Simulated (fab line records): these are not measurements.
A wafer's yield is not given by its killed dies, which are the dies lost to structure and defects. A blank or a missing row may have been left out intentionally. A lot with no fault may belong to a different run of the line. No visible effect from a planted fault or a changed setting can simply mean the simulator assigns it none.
Chamber matching -- flow n5Finfet -- aldSin-04 running N5_GATE_CUT_SAC_CAP_01: 4 sister chambers
The step material SiNx, target thk 24 nm, pulse time 1 s, ald cycles 480. 8 wafers are shown with their chamber, then 11 later ones without.

== EACH WAFER AND ITS CHAMBER ==
wafer,chamber,heaterPowerW (W),precursorPulseHeightRel
L083.5,2,921,0.995
L085.3,3,713,1.012
L085.4,1,702,1.002
L085.6,3,731,0.969
L087.2,1,697,1.008
L087.4,0,963,1.018
L087.5,2,947,1.001
L089.1,0,947,0.995

== WAFERS WITHOUT THEIR CHAMBER ==
wafer,heaterPowerW (W),precursorPulseHeightRel
L089.5,702,1.013
L089.6,935,1.027
L095.1,715,0.988
L095.2,655,1.024
L095.3,969,0.991
L095.4,859,1.010
L095.5,876,1.031
L095.6,678,1.039
L097.1,675,1.035
L097.3,939,0.988
L097.5,712,0.993

== WHICH CHAMBER EACH ONE RAN IN ==
wafer,from the rows above,in truth
L089.5,can't be placed: 1 or 3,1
L089.6,can't be placed: 2 or 0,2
L095.1,can't be placed: 3 or 1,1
L095.2,can't be placed: 1 or 3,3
L095.3,can't be placed: 0 or 2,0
L095.4,can't be placed: 2 or 0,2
L095.5,can't be placed: 2 or 0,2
L095.6,can't be placed: 1 or 3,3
L097.1,can't be placed: 1 or 3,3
L097.3,can't be placed: 2 or 0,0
L097.5,can't be placed: 3 or 1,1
Correctly placed: 0 of 11. Unplaceable from these rows: 11, with the true chamber sitting among the candidates in 11. 0 placed wrongly.
How it was worked out, from the rows above alone: a wafer's distance from a chamber is the root of the sum, over the readings, of the square of ((its reading less the chamber's mean) divided by the reading's scatter). If the next closest chamber is less than 2 further off than the closest, the wafer can't be placed; otherwise it belongs to the closest. The mean given for a chamber averages the wafers shown for that chamber. The scatter: the root of (the sum of the squares of (reading less its chamber's mean) over the shown wafers, divided by (wafers less chambers)).
